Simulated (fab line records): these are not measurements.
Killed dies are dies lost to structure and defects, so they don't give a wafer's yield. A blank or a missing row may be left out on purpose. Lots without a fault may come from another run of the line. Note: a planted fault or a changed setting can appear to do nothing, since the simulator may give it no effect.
Chamber matching :: flow n5_finfet :: 4 sister chambers for N5_FIN_SAQP_MANDREL2_REMOVE_60 on rie_si-01
The step chemistry HBr/Cl2/O2, target a-Si, stops on SiNx, bt time 10 s. 8 wafers are shown with their chamber, then 12 later ones without.

WAFERS, EACH WITH ITS CHAMBER
wafer: L084.4
chamber: 1
throttle_valve_pct (%): 36.80
drypump_motor_current_A (A): 5.2

wafer: L084.5
chamber: 2
throttle_valve_pct (%): 36.32
drypump_motor_current_A (A): 5.8

wafer: L084.6
chamber: 1
throttle_valve_pct (%): 36.79
drypump_motor_current_A (A): 5.1

wafer: L088.5
chamber: 3
throttle_valve_pct (%): 37.06
drypump_motor_current_A (A): 5.8

wafer: L088.6
chamber: 0
throttle_valve_pct (%): 37.15
drypump_motor_current_A (A): 4.9

wafer: L090.3
chamber: 0
throttle_valve_pct (%): 37.18
drypump_motor_current_A (A): 4.9

wafer: L090.5
chamber: 2
throttle_valve_pct (%): 36.33
drypump_motor_current_A (A): 5.9

wafer: L090.6
chamber: 3
throttle_valve_pct (%): 37.05
drypump_motor_current_A (A): 5.8

WAFERS WITH NO CHAMBER GIVEN
wafer: L092.1
throttle_valve_pct (%): 36.80
drypump_motor_current_A (A): 5.1

wafer: L092.2
throttle_valve_pct (%): 37.17
drypump_motor_current_A (A): 4.9

wafer: L092.5
throttle_valve_pct (%): 37.17
drypump_motor_current_A (A): 4.9

wafer: L093.1
throttle_valve_pct (%): 37.16
drypump_motor_current_A (A): 4.9

wafer: L093.4
throttle_valve_pct (%): 37.04
drypump_motor_current_A (A): 5.8

wafer: L093.5
throttle_valve_pct (%): 36.81
drypump_motor_current_A (A): 5.2

wafer: L094.1
throttle_valve_pct (%): 37.07
drypump_motor_current_A (A): 5.8

wafer: L094.5
throttle_valve_pct (%): 36.34
drypump_motor_current_A (A): 5.9

wafer: L094.6
throttle_valve_pct (%): 37.05
drypump_motor_current_A (A): 5.8

wafer: L097.3
throttle_valve_pct (%): 37.17
drypump_motor_current_A (A): 4.9

wafer: L097.4
throttle_valve_pct (%): 37.16
drypump_motor_current_A (A): 4.9

wafer: L097.5
throttle_valve_pct (%): 37.04
drypump_motor_current_A (A): 5.8

WHICH CHAMBER EACH ONE RAN IN
wafer: L092.1
from the rows above: 1
in truth: 1

wafer: L092.2
from the rows above: 0
in truth: 0

wafer: L092.5
from the rows above: 0
in truth: 0

wafer: L093.1
from the rows above: 0
in truth: 0

wafer: L093.4
from the rows above: 3
in truth: 3

wafer: L093.5
from the rows above: 1
in truth: 1

wafer: L094.1
from the rows above: 3
in truth: 3

wafer: L094.5
from the rows above: 2
in truth: 2

wafer: L094.6
from the rows above: 3
in truth: 3

wafer: L097.3
from the rows above: 0
in truth: 0

wafer: L097.4
from the rows above: 0
in truth: 0

wafer: L097.5
from the rows above: 3
in truth: 3
Placed correctly: 12 of 12. Can't be placed from these rows: 0. Number placed wrongly: 0.
How it was worked out, from the rows above alone: a wafer's distance from a chamber is the root of the sum, over the readings, of the square of ((its reading less the chamber's mean) divided by the reading's scatter). The wafer belongs to the nearest chamber; if the next one is less than 2 further off, it can't be placed. A chamber's mean is the mean of its shown wafers. The scatter is the square root of a quotient: the sum, over the shown wafers, of each reading's squared deviation from its chamber's mean, divided by wafers minus chambers.
